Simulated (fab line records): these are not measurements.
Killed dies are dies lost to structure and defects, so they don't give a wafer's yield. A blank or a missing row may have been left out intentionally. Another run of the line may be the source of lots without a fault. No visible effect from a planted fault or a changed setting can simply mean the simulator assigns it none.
8D (eight disciplines) problem report, filled in by code ; flow n5-finfet ; the parts of the form that need people (team, actions taken, sign-off) are left out

== 1. WHAT WENT WRONG ==
Across 6 wafers from 2 lots, M8_OVL at N5_BEOL_M8_OVL_MEAS_12 averages 8.0 nm, while fault-free wafers read 0.3 nm with a standard deviation of 0.72. Relative to the usual mean, that is a shift of +11 standard deviations.
First observed at day 13 15:56: wafer L969.2, on overlay-02. The record holds 32 wafers of 12 lots with a number at this step. The rule behind "out" and "out of limits": a value lying over 4 standard deviations away from the usual mean. The rest of the wafers with a number are treated as sound.

== 2. WHAT THIS IS AND IS NOT ==
question;is;is not
which readings at this step;M8_OVL;-
which lots;L969, L972;L955, L957, L961, L962, L963, L964, L965, L967, L968, L978
which wafers of those lots;all that have a number;-
read on which gauges;overlay-01, overlay-02;-
when;from day 13 15:56;"up to then (23 sound wafers); but 3 sound wafers of L978 came after"

== 3. SUSPECTS, AND WHAT RULES EACH OUT ==
Counting: a tool stays on the suspect list if, at a process step up to the reading, it processed all lots that are out and no sound lot following the first of them.
- the gauge at N5_BEOL_M8_OVL_MEAS_12: ruled out. 2 gauges (overlay-01, overlay-02) read the wafers that are out.
- rtp-anneal-01 at N5_BEOL_M7_ANNEAL_51 (time 90 s): kept. All lots that are out passed through it, beginning with L969 at day 13 12:36, and no sound lot followed; its final sound lot before that point was L967 at day 12 15:30.
- pvd-sputter-02 at N5_BEOL_M8_HM_DEP_02 (deposits TiN, target thk 20 nm): kept. All lots that are out passed through it, beginning with L969 at day 13 15:25, and no sound lot followed; its final sound lot before that point was L968 at day 13 08:05.
- arfi-scanner-02 at N5_BEOL_M8_EXPOSE_08 (exposes mask M8): kept. All lots that are out passed through it, beginning with L969 at day 13 15:47, and no sound lot followed; its final sound lot before that point was L967 at day 12 18:55.
After the count, these remain: rtp-anneal-01 at N5_BEOL_M7_ANNEAL_51, pvd-sputter-02 at N5_BEOL_M8_HM_DEP_02 and arfi-scanner-02 at N5_BEOL_M8_EXPOSE_08.

== 4. THE CAUSE (what the simulator had put in) ==
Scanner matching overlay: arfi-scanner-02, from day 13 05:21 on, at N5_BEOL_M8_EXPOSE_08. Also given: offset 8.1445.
After counting, 3 suspects remain, this tool included.

== 5. THE CHAIN OF EFFECTS, in route order ==
Rows list readings where the struck wafers' mean (over those with a number) sits beyond 3 standard deviations from the usual. Only readings whose record carries a usual standard deviation are examined. hours: median over the lots of the time between each lot's start at the first step of this table that gives one and its start at this step. sigmas: the change, counted in usual standard deviations.
hours;step;reading;usual;on struck wafers;change;sigmas
0;N5_BEOL_M8_OVL_MEAS_12;M8_OVL;0.3 nm;8.0;+7.7;+11

== 6. HOW IT WOULD HAVE BEEN CAUGHT EARLIER ==
Counted from the fault's start at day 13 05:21, it took 11 hours until the first out-of-limits reading at a measuring or inspecting step in this record, taken at day 13 15:56.
Of the tool readings at N5_BEOL_M8_EXPOSE_08 for which the record gives a usual standard deviation, none was out on any struck wafer, so an alarm limit of 4 standard deviations on them would not have fired.
L972, from the lots that are out (2), started N5_BEOL_M8_EXPOSE_08 on arfi-scanner-02 later than day 13 15:56. Holding the tool at that time would have saved it.
